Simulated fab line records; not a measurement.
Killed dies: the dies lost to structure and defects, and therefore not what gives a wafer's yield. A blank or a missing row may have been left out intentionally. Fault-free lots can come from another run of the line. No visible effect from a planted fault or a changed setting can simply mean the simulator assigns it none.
Chamber matching | flow n5-finfet | 4 sister chambers for N5_BEOL_M12_ETCH_68 on rie-diel-05
The step etches SOC in N2/H2, time 285 s. 4 wafers are shown with their chamber, then 7 later ones without.

EACH WAFER AND ITS CHAMBER
wafer  | chamber | showerhead-plenum-p-Torr (Torr)
L083.5 | 0       | 2.57
L086.6 | 1       | 2.45
L088.1 | 3       | 2.61
L088.3 | 2       | 2.45

WAFERS MISSING THEIR CHAMBER
wafer  | showerhead-plenum-p-Torr (Torr)
L088.4 | 2.45
L093.1 | 2.44
L093.4 | 2.56
L093.6 | 2.60
L094.2 | 2.44
L094.3 | 2.60
L094.6 | 2.45

CHAMBER TAKEN BY EACH
wafer  | from the rows above     | in truth
L088.4 | can't be placed: 1 or 2 | 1
L093.1 | can't be placed: 1 or 2 | 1
L093.4 | 0                       | 0
L093.6 | 3                       | 3
L094.2 | can't be placed: 1 or 2 | 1
L094.3 | 3                       | 3
L094.6 | can't be placed: 1 or 2 | 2
3 of 7 placed correctly. Not placeable from these rows: 4 (in 4, the candidates include the true chamber). Wrongly placed: 0.
How it was worked out, from the rows above alone: a wafer's distance from a chamber is the root of the sum, over the readings, of the square of ((its reading less the chamber's mean) divided by the reading's scatter). The wafer belongs to the nearest chamber; if the next one is less than 2 further off, it can't be placed. A chamber's mean is the mean of its shown wafers. The scatter (one wafer shown for each chamber): square how far every hidden wafer sits from the nearest shown wafer, average those squares and take the square root.
